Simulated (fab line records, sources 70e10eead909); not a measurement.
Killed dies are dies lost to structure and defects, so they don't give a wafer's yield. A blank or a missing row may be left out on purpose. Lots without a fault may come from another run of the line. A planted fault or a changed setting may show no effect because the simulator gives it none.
Chamber matching | flow nand_harc | NHARC_A_STAIRCASE_DESCUM_219 on rie_diel-11: 4 sister chambers
The step chemistry O2, time 3 s. 4 wafers are shown with their chamber, then 8 later ones without.

WAFERS WITH THEIR CHAMBER
wafer  | chamber | oes_product_au (a.u.)
L084.3 | 0       | 1.016
L091.3 | 1       | 0.967
L091.4 | 3       | 1.010
L095.2 | 2       | 0.987

WAFERS WITHOUT THEIR CHAMBER
wafer  | oes_product_au (a.u.)
L095.3 | 1.009
L095.5 | 1.005
L096.3 | 0.963
L096.5 | 1.006
L096.6 | 1.001
L097.1 | 0.980
L097.3 | 1.012
L097.4 | 0.972

WHICH CHAMBER EACH WENT THROUGH
wafer  | from the rows above          | in truth
L095.3 | can't be placed: 3 or 0      | 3
L095.5 | can't be placed: 3 or 0      | 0
L096.3 | 1                            | 1
L096.5 | can't be placed: 3 or 0      | 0
L096.6 | can't be placed: 3 or 2 or 0 | 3
L097.1 | can't be placed: 2 or 1      | 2
L097.3 | can't be placed: 3 or 0      | 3
L097.4 | can't be placed: 1 or 2      | 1
Placed correctly: 1 of 8. Can't be placed from these rows: 7 (the true chamber is among the candidates in 7). Placed wrongly: 0.
How it was worked out, from the rows above alone: a wafer's distance from a chamber is the root of the sum, over the readings, of the square of ((its reading less the chamber's mean) divided by the reading's scatter). The wafer belongs to the nearest chamber; if the next one is less than 2 further off, it can't be placed. A chamber's mean is the mean of its shown wafers. The scatter: with one shown wafer a chamber, the root of the mean of the squares of how far each hidden wafer lies from its nearest shown one.
